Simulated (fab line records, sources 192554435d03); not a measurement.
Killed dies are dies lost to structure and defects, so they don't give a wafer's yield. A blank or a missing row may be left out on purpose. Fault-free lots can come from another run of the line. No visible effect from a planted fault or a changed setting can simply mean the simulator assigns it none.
fab line records ; flow n5Finfet
[record] lots = 8; wafers = 24; lastDay = 18
route steps=1938 shown MOL_CONTACT_COAG@577 BEOL_M4@1111 PASSIVATION@1936
lots untouched by any fault: they come from a run of this same line in which no faults occurred
startH: start of the lot's first displayed wafer, in hours after the record's first day ; waitH: hours since the lot's step before ; " as in the row above ; L1.1+2: a single row standing in for several wafers ; - no value, or no start given ; * or withheld: withheld ; < > ~ a bound
route shown NAME@n: NAME is a module with steps in the file, n the number in the route of the first one ; usual: mean and standard deviation over wafers with no fault ; same: alike in all rows ; chamber/n: place in a boat ; sites: the reading at each site ; _std_site: the values' standard deviation ; _edge_site: the outer-site mean with the inner-site mean subtracted ; radiusMm: how far each site lies from the wafer's centre ; mask NAME#n: copy n ; behind: tool/chamber where the wafer was last shaped ; hold: what put the lot on hold/how long, in hours/how the hold closed ; device: the transistor (n, p or np) that didn't switch ; end of line: the route-end tests of the same wafers ; step lacking rows: just its recipe ; killed: not the wafer's yield, but the dies lost to structure and defects at the first sort ; map: a wafer's dies, marking killed ones x, the rest . and places with no die _
set.NAME: the setting that was run; set.NAME@STEP: the one run at that earlier step ; model.NAME: the simulator's own value behind a step, which no gauge read
the route's steps for a sample of lots (tables are steps, rows are wafers)
services: the hour from which a tool's chamber was out of use, counted from the record's first day as startH (under 0 if before that day), plus the number of hours and why
[[steps]]
[step N5_MOL_CONTACT_COAG_ETCH_89]
[recipe] chemistry = N2/H2; target = underlayer; targetDepthA = 130; maskMaterial = CAR-EUV; timeS = 10.4; ionEnergyEv = 200; pressureMtorr = 30; sourceW = 840; biasW = 150; n2FlowSccm = 200; h2FlowSccm = 200; ends = cleared
[usual] drypumpMotorCurrentA = 5.5/0.57; etchRfOnTimeS = 10.40/0.23; oesProductAu = 0.65/0.069; rfVppV = 522.8/2.2; showerheadPlenumPTorr = 2.51/0.069; throttleValvePct = 17.90/0.3
lot.wafer;tool;chamber;startH;waitH;drypumpMotorCurrentA;etchRfOnTimeS;oesProductAu;rfHoursCounterH;rfVppV;showerheadPlenumPTorr;throttleValvePct
L587.3;rieDiel-01;2;115.44;0.0;6.4;9.99;0.76;42;523.8;2.58;17.24
L587.5;rieDiel-01;1;115.44;0.0;5.1;10.53;0.65;-;524.1;2.55;17.80
L587.6;rieDiel-01;2;115.44;0.0;6.5;9.97;0.76;-;524.4;2.58;17.23
L588.2;rieDiel-05;2;117.76;0.0;5.5;10.47;0.58;228;525.1;2.63;17.85
L588.4;rieDiel-05;1;117.76;0.0;5.8;10.41;0.61;225;524.3;2.51;17.92
L588.5;rieDiel-05;0;117.76;0.0;6.1;10.30;0.77;-;521.7;2.49;17.50
L589.1;rieDiel-05;1;124.76;0.0;5.8;10.59;0.61;227;524.3;2.50;17.92
L589.3;rieDiel-05;2;124.76;0.0;5.5;10.79;0.57;231;526.1;2.62;17.85
L589.4;rieDiel-05;3;124.76;0.0;6.0;10.50;0.62;188;526.9;2.63;18.16
L595.3;rieDiel-06;2;162.28;0.0;6.6;10.50;0.58;241;518.8;2.41;17.95
L595.4;rieDiel-06;0;162.28;0.0;5.6;10.07;0.67;160;524.3;2.54;17.75
L595.5;rieDiel-06;0;162.28;0.0;5.6;10.12;0.67;-;524.4;2.54;17.78
L598.1;rieDiel-01;1;179.05;0.0;5.1;10.47;0.63;162;524.0;2.54;17.81
L598.3;rieDiel-01;3;179.05;0.0;5.2;10.81;0.57;249;523.4;2.52;18.11
L598.6;rieDiel-01;3;179.05;0.0;5.2;10.78;0.57;-;523.0;2.52;18.13
L599.2;rieDiel-06;3;183.64;0.0;5.5;10.65;0.58;222;519.8;2.43;18.36
L599.4;rieDiel-06;0;183.64;0.0;5.6;10.19;0.65;167;524.1;2.53;17.79
L599.5;rieDiel-06;2;183.64;0.0;6.7;10.34;0.57;-;518.7;2.40;17.95
L602.3;rieDiel-06;3;200.34;0.0;5.4;10.64;0.58;229;518.6;2.43;18.37
L602.5;rieDiel-06;3;200.34;0.0;5.4;10.60;0.58;-;520.5;2.43;18.36
L602.6;rieDiel-06;1;200.34;0.0;4.9;10.41;0.63;-;519.6;2.44;18.11
L606.1;rieDiel-01;3;227.77;0.0;5.2;10.49;0.81;9;522.8;2.51;17.73
L606.4;rieDiel-01;0;227.77;0.0;4.9;10.50;0.67;126;521.3;2.45;17.95
L606.5;rieDiel-01;0;227.77;0.0;4.9;10.58;0.66;-;521.8;2.45;17.94
[step N5_MOL_CONTACT_COAG_ETCH_90]
[recipe] chemistry = CF4; target = SiARC; targetDepthA = 130; maskMaterial = CAR-EUV; timeS = 21.7; ionEnergyEv = 80; pressureMtorr = 40; sourceW = 545; biasW = 36; Ar_flow_sccm = 100; cf4FlowSccm = 100; ends = cleared
[usual] drypumpMotorCurrentA = 5.5/0.57; etchRfOnTimeS = 21.7/0.47; oesProductAu = 0.65/0.069; rfVppV = 183.7/1; showerheadPlenumPTorr = 2.11/0.058; throttleValvePct = 15.65/0.25
lot.wafer;tool;chamber;startH;waitH;drypumpMotorCurrentA;etchRfOnTimeS;oesProductAu;rfHoursCounterH;rfVppV;showerheadPlenumPTorr;throttleValvePct
L587.3;rieDiel-01;2;115.46;0.0;6.4;20.9;0.75;42;185.6;2.19;15.18
L587.5;rieDiel-01;1;115.46;0.0;5.1;21.7;0.65;-;183.9;2.14;15.50
L587.6;rieDiel-01;2;115.46;0.0;6.4;20.9;0.75;-;184.3;2.19;15.19
L588.2;rieDiel-05;2;117.78;0.0;5.5;22.1;0.58;228;184.5;2.19;15.46
L588.4;rieDiel-05;1;117.78;0.0;5.8;21.9;0.61;225;182.5;2.12;15.76
L588.5;rieDiel-05;0;117.78;0.0;6.1;21.5;0.77;-;181.7;2.11;15.26
L589.1;rieDiel-05;1;124.78;0.0;5.7;22.0;0.60;227;183.3;2.12;15.76
L589.3;rieDiel-05;2;124.78;0.0;5.5;22.5;0.57;231;185.6;2.19;15.49
L589.4;rieDiel-05;3;124.78;0.0;6.0;21.9;0.62;188;184.2;2.21;15.93
L595.3;rieDiel-06;2;162.30;0.0;6.6;21.8;0.58;241;182.4;2.04;15.71
L595.4;rieDiel-06;0;162.30;0.0;5.6;21.2;0.66;160;184.7;2.15;15.68
L595.5;rieDiel-06;0;162.30;0.0;5.6;21.2;0.67;-;185.0;2.15;15.66
L598.1;rieDiel-01;1;179.07;0.0;5.0;21.7;0.63;162;182.9;2.13;15.54
L598.3;rieDiel-01;3;179.07;0.0;5.3;22.6;0.57;249;184.1;2.10;15.73
L598.6;rieDiel-01;3;179.07;0.0;5.2;22.7;0.58;-;184.4;2.10;15.75
L599.2;rieDiel-06;3;183.66;0.0;5.5;22.3;0.58;222;183.5;2.03;15.83
L599.4;rieDiel-06;0;183.66;0.0;5.6;21.6;0.65;167;184.3;2.15;15.71
L599.5;rieDiel-06;2;183.66;0.0;6.6;21.8;0.57;-;183.1;2.03;15.71
L602.3;rieDiel-06;3;200.36;0.0;5.4;22.0;0.58;229;182.9;2.03;15.87
L602.5;rieDiel-06;3;200.36;0.0;5.4;22.0;0.57;-;181.6;2.03;15.86
L602.6;rieDiel-06;1;200.36;0.0;4.9;21.3;0.65;-;182.8;2.07;15.99
L606.1;rieDiel-01;3;227.79;0.0;5.2;22.0;0.81;9;183.6;2.09;15.26
L606.4;rieDiel-01;0;227.79;0.0;4.9;21.9;0.67;126;184.5;2.07;15.69
L606.5;rieDiel-01;0;227.79;0.0;4.9;22.0;0.67;-;181.7;2.07;15.70
[step N5_MOL_CONTACT_COAG_ETCHBACK_135]
[recipe] chemistry = CHF3; target = SiO2; targetDepthA = 250; timeS = 16.7; ionEnergyEv = 200; pressureMtorr = 30; sourceW = 610; biasW = 170; Ar_flow_sccm = 200; CHF3_flow_sccm = 50
[usual] drypumpMotorCurrentA = 5.7/0.55; oesProductAu = 0.76/0.082; rfVppV = 526/6.6; showerheadPlenumPTorr = 2.36/0.066; throttleValvePct = 18.76/0.26
lot.wafer;tool;chamber;startH;waitH;drypumpMotorCurrentA;oesProductAu;rfHoursCounterH;rfVppV;showerheadPlenumPTorr;throttleValvePct
L587.3;rieDiel-06;3;115.95;0.0;5.5;0.70;194;531;2.28;18.93
L587.5;rieDiel-06;3;115.95;0.0;5.5;0.70;-;532;2.28;18.94
L587.6;rieDiel-06;2;115.95;0.0;6.6;0.68;-;520;2.27;18.73
L588.2;rieDiel-06;3;119.58;0.0;5.4;0.71;195;532;2.28;18.94
L588.4;rieDiel-06;2;119.58;0.0;6.6;0.68;223;520;2.27;18.73
L588.5;rieDiel-06;0;119.58;0.0;5.6;0.79;-;525;2.41;18.83
L589.1;rieDiel-06;0;125.49;0.0;5.6;0.79;144;524;2.41;18.80
L589.3;rieDiel-06;1;125.49;0.0;4.9;0.77;132;516;2.32;19.08
L589.4;rieDiel-06;2;125.49;0.0;6.6;0.69;225;519;2.27;18.73
L595.3;rieDiel-06;0;162.95;0.0;5.6;0.78;160;524;2.40;18.83
L595.4;rieDiel-06;3;162.95;0.0;5.4;0.69;214;531;2.27;19.00
L595.5;rieDiel-06;3;162.95;0.0;5.4;0.68;-;531;2.27;18.98
L598.1;rieDiel-05;3;179.78;0.0;6.1;0.72;200;528;2.46;19.12
L598.3;rieDiel-05;0;179.78;0.0;6.1;0.89;40;519;2.33;18.39
L598.6;rieDiel-05;0;179.78;0.0;6.1;0.89;-;520;2.33;18.37
L599.2;rieDiel-06;1;184.60;0.0;4.9;0.75;154;515;2.31;19.11
L599.4;rieDiel-06;0;184.60;0.0;5.6;0.76;168;524;2.40;18.85
L599.5;rieDiel-06;1;184.60;0.0;4.8;0.75;-;515;2.31;19.14
L602.3;rieDiel-06;0;200.74;0.0;5.6;0.77;174;523;2.40;18.86
L602.5;rieDiel-06;3;200.74;0.0;5.5;0.68;-;531;2.27;19.00
L602.6;rieDiel-06;0;200.74;0.0;5.6;0.77;-;525;2.40;18.86
L606.1;rieDiel-01;2;228.30;0.0;6.4;0.81;86;520;2.42;18.40
L606.4;rieDiel-01;3;228.30;0.0;5.2;0.95;10;538;2.33;18.45
L606.5;rieDiel-01;1;228.30;0.0;5.1;0.72;-;526;2.36;18.66
[step N5_MOL_CONTACT_COAG_PRECLEAN_144]
[recipe] chemistry = alkalineClean; tempC = 60; timeS = 60; doPpb = 50
[usual] bathGuardTempC = 59.9/0.6
lot.wafer;tool;chamber;startH;waitH;bathGuardTempC
L587.3;wetBench-03;3;116.26;0.0;59.9
L587.5;wetBench-03;6;116.26;0.0;60.3
L587.6;wetBench-03;7;116.26;0.0;58.8
L588.2;wetBench-03;7;119.89;0.1;59.2
L588.4;wetBench-03;6;119.89;0.1;60.5
L588.5;wetBench-03;2;119.89;0.1;59.3
L589.1;wetBench-03;1;125.79;0.1;61.7
L589.3;wetBench-03;0;125.79;0.1;60.0
L589.4;wetBench-03;7;125.79;0.1;58.8
L595.3;wetBench-02;2;163.44;0.0;60.1
L595.4;wetBench-02;0;163.44;0.0;60.2
L595.5;wetBench-02;5;163.44;0.0;60.2
L598.1;wetBench-03;1;180.08;0.1;61.1
L598.3;wetBench-03;6;180.08;0.1;60.5
L598.6;wetBench-03;5;180.08;0.1;60.7
L599.2;wetBench-02;1;184.91;0.1;59.8
L599.4;wetBench-02;5;184.91;0.1;59.7
L599.5;wetBench-02;6;184.91;0.1;59.8
L602.3;wetBench-02;7;201.10;0.1;59.2
L602.5;wetBench-02;1;201.10;0.1;59.7
L602.6;wetBench-02;0;201.10;0.1;60.1
L606.1;wetBench-02;0;228.60;0.1;60.4
L606.4;wetBench-02;6;228.60;0.1;60.0
L606.5;wetBench-02;5;228.60;0.1;60.0
[step N5_MOL_CONTACT_COAG_INSPECT_42]
[recipe] mode = adi; inspectInstrument = brightfield
[usual] rawDefectCount = 192/48
lot.wafer;tool;chamber;startH;waitH;rawDefectCount
L587.3;defectInspect-01;-;116.72;0.0;276
L587.5;defectInspect-01;-;116.72;0.0;186
L587.6;defectInspect-01;-;116.72;0.0;190
L588.2;defectInspect-02;-;120.39;0.0;169
L588.4;defectInspect-02;-;120.39;0.0;145
L588.5;defectInspect-02;-;120.39;0.0;151
L589.1;defectInspect-01;-;126.39;0.1;218
L589.3;defectInspect-01;-;126.39;0.1;189
L589.4;defectInspect-01;-;126.39;0.1;268
L595.3;defectInspect-01;-;164.04;0.0;206
L595.4;defectInspect-01;-;164.04;0.0;181
L595.5;defectInspect-01;-;164.04;0.0;91
L598.1;defectInspect-02;-;180.55;0.1;188
L598.3;defectInspect-02;-;180.55;0.1;168
L598.6;defectInspect-02;-;180.55;0.1;1466
L599.2;defectInspect-01;-;185.37;0.0;291
L599.4;defectInspect-01;-;185.37;0.0;178
L599.5;defectInspect-01;-;185.37;0.0;221
L602.3;defectInspect-02;-;201.57;0.0;155
L602.5;defectInspect-02;-;201.57;0.0;247
L602.6;defectInspect-02;-;201.57;0.0;257
L606.1;defectInspect-01;-;229.08;0.1;145
L606.4;defectInspect-01;-;229.08;0.1;176
L606.5;defectInspect-01;-;229.08;0.1;137
[step N5_BEOL_M4_RC_MEAS_101]
[usual] DIBL_N = 36.0/1.8; DIBL_P = 36.3/2.4; IOFF_N = 0.16/0.035; IOFF_P = 0.21/0.036; ION_N = 673/13; ION_P = 461/7.2; SS_N = 71.4/0.6; SS_P = 73.2/0.7; VT_N = 250/4; VT_P = -250.9/2.9
lot.wafer;tool;chamber;startH;waitH;DIBL_N[mV/V];DIBL_P[mV/V];IOFF_N[nA/um];IOFF_P[nA/um];ION_N[uA/um];ION_P[uA/um];SS_N[mV/dec];SS_P[mV/dec];VT_N[mV];VT_P[mV]
L587.3;prober-01;0;191.50;0.3;36.3;37.4;0.17;0.21;683;462;71.5;73.8;248;-249.2
L587.5;prober-01;0;191.50;0.3;35.8;37.5;0.16;0.22;672;468;70.7;72.9;250;-247.8
L587.6;prober-01;0;191.50;0.3;38.5;40.0;0.23;0.26;702;475;71.8;73.9;245;-246.1
L588.2;prober-02;0;195.12;0.2;34.3;33.5;0.16;0.21;678;463;70.8;73.2;246;-247.1
L588.4;prober-02;0;195.12;0.2;34.0;32.9;0.14;0.19;670;459;71.3;72.7;250;-249.6
L588.5;prober-02;0;195.12;0.2;32.7;30.7;0.12;0.16;653;461;71.3;72.2;252;-251.3
L589.1;prober-02;0;202.87;0.0;33.9;34.9;0.13;0.17;674;461;70.4;73.2;254;-250.4
L589.3;prober-02;0;202.87;0.0;37.5;37.1;0.19;0.20;668;455;72.0;73.4;248;-251.0
L589.4;prober-02;0;202.87;0.0;35.4;36.2;0.15;0.19;678;470;71.5;73.2;249;-250.7
L595.3;prober-02;0;244.31;0.3;36.3;37.7;0.18;0.22;682;457;71.2;74.1;248;-251.5
L595.4;prober-02;0;244.31;0.3;34.5;34.6;0.15;0.18;671;456;70.8;72.5;248;-252.5
L595.5;prober-02;0;244.31;0.3;36.6;37.1;0.19;0.21;683;464;71.7;73.6;244;-253.3
L598.1;prober-01;0;250.12;0.0;35.5;34.8;0.15;0.20;685;470;71.1;72.8;250;-249.7
L598.3;prober-01;0;250.12;0.0;33.3;33.1;0.12;0.18;669;456;70.8;72.4;252;-249.3
L598.6;prober-01;0;250.12;0.0;35.3;34.6;0.15;0.19;677;462;70.9;72.5;251;-251.7
L599.2;prober-02;0;250.14;0.2;35.4;34.5;0.16;0.22;674;466;71.8;73.3;249;-246.7
L599.4;prober-02;0;250.14;0.2;36.7;35.9;0.19;0.23;676;461;71.8;73.2;248;-249.6
L599.5;prober-02;0;250.14;0.2;34.1;33.8;0.14;0.20;674;462;71.0;72.8;249;-249.5
L602.3;prober-02;0;280.20;0.3;35.5;37.7;0.18;0.22;683;467;70.6;73.8;247;-248.6
L602.5;prober-02;0;280.20;0.3;34.0;35.7;0.14;0.19;682;469;71.1;72.9;251;-251.5
L602.6;prober-02;0;280.20;0.3;36.1;37.6;0.17;0.23;680;457;71.8;73.7;247;-248.3
L606.1;prober-01;0;316.37;0.0;36.3;34.9;0.15;0.20;679;465;71.5;73.1;246;-251.2
L606.4;prober-01;0;316.37;0.0;36.6;36.3;0.15;0.22;671;459;70.9;73.6;249;-251.9
L606.5;prober-01;0;316.37;0.0;35.2;33.6;0.13;0.17;661;450;71.0;71.9;250;-253.3
[step N5_PASSIVATION_PROBE_49]
[usual] defectLimitedYield = 91.2/1.4; killed_at_M0_to_M3 = 35/11; killed_at_M4_up = 14/5.6; killedAtContacts = 12/5.6; killedAtFrontEnd = 38/11; killedAtOther = 4/3.4; killedDies = 103/17; killedOnRim = 13/3.5; killedOpen = 68/12; killedShort = 33/8.8; sort_bin_5_function = 5.1/0.89; sort_bin_6_memory = 3.3/0.71; sortNPass = 1077/17; sortYieldPct = 91.2/1.4
[same] grossDies = 1180; killedAtBackSide = 0; sort_bin_4_leakage[%] = 0; sort_bin_8_speed[%] = 0
lot.wafer;tool;chamber;startH;waitH;defectLimitedYield[%];killed_at_M0_to_M3;killed_at_M4_up;killedAtContacts;killedAtFrontEnd;killedAtOther;killedDies;killedOnRim;killedOpen;killedShort;sort_bin_5_function[%];sort_bin_6_memory[%];sortNPass;sortYieldPct[%]
L598.1;prober-02;-;353.12;0.0;90.2;25;9;24;43;15;116;15;66;46;5.9;3.5;1064;90.2
L598.3;prober-02;-;353.22;0.1;89.9;29;3;17;58;12;119;14;64;52;5.6;4.0;1061;89.9
L598.6;prober-02;-;353.37;0.3;81.1;41;7;104;52;19;223;30;82;51;9.5;5.5;957;81.1
// killed by level:class
L598.1 MOL_CONTACT_COAG:geometricParticle:open=19 STI_FIN_REVEAL:geometricParticle:open=9 GATE_CUT:geometricParticle:short=8 BEOL_M1:geometricParticle:open=5 BEOL_M1:geometricParticle:short=5 BEOL_M2:geometricParticle:open=5 MIM_TOP_ETCH:geometricParticle:short=5 DUMMY_GATE:geometricParticle:short=4
L598.3 MOL_CONTACT_COAG:geometricParticle:open=14 FIN_SAQP:geometricParticle:short=11 GATE_CUT:geometricParticle:short=7 STI_FIN_REVEAL:geometricParticle:open=6 GATE_CUT:geometricParticle:open=5 BEOL_M0_SAQP:geometricParticle:short=5 BEOL_M1:geometricParticle:short=5 BEOL_M1:geometricParticle:open=5
L598.6 MOL_CONTACT_COAG:unspecified=87 MOL_CONTACT_COAG:geometricParticle:open=11 STI_FIN_REVEAL:geometricParticle:open=10 MIM_TOP_ETCH:geometricParticle:open=10 BEOL_M1:geometricParticle:open=9 BEOL_M0_SAQP:geometricParticle:short=9 BEOL_M0_SAQP:geometricParticle:open=9 MIM_TOP_ETCH:geometricParticle:short=7
[[services]]
tool;chamber;startH;hours;kind
wetBench-02;-;146.14;2.6;repair
rieDiel-05;-;147.49;16.3;repair
rieDiel-01;1;164.18;2.6;repair
rieDiel-01;3;181.79;-;clean
rieDiel-01;3;181.79;-;consumableReplace:focusRing
rieDiel-01;3;181.79;19.2;scheduledDown
rieDiel-01;3;181.79;19.2;ventCycle
rieDiel-06;2;186.97;-;clean
rieDiel-06;2;186.97;-;consumableReplace:focusRing
rieDiel-06;2;186.97;-;consumableReplace:showerhead
rieDiel-06;2;186.97;13.7;scheduledDown
rieDiel-06;2;186.97;13.7;ventCycle
rieDiel-05;2;197.50;-;clean
rieDiel-05;2;197.50;-;consumableReplace:focusRing
rieDiel-05;2;197.50;21.7;scheduledDown
rieDiel-05;2;197.50;21.7;ventCycle
rieDiel-05;1;219.55;-;clean
rieDiel-05;1;219.55;-;consumableReplace:focusRing
rieDiel-05;1;219.55;26.5;scheduledDown
rieDiel-05;1;219.55;26.5;ventCycle
rieDiel-05;-;220.37;0.1;repair
[[key]]
[firstSign] step = N5_MOL_CONTACT_COAG_INSPECT_42; reading = rawDefectCount; direction = up; sigmas = 27; usual = 192; struck = 1466
[effect] step = N5_PASSIVATION_PROBE_49; reading = killedAtContacts; direction = up; sigmas = 16; usual = 12; struck = 104
[moreKillsBornAt] N5_MOL_CONTACT_COAG_PRECLEAN_144@wetBench-03 = 87
metAt N5_MOL_CONTACT_COAG_PRECLEAN_144
struckLots L598
struckWafers L598.6
notActingAt N5_MOL_CONTACT_COAG_ETCH_89,N5_MOL_CONTACT_COAG_ETCH_90,N5_MOL_CONTACT_COAG_ETCHBACK_135
[fault] kind = chamberParticleSource; tool = wetBench-03; chamber = 5; onsetH = 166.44; steps = N5_MOL_CONTACT_COAG_PRECLEAN_144; ratePerVisitCm2 = 2.16; endH = 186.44
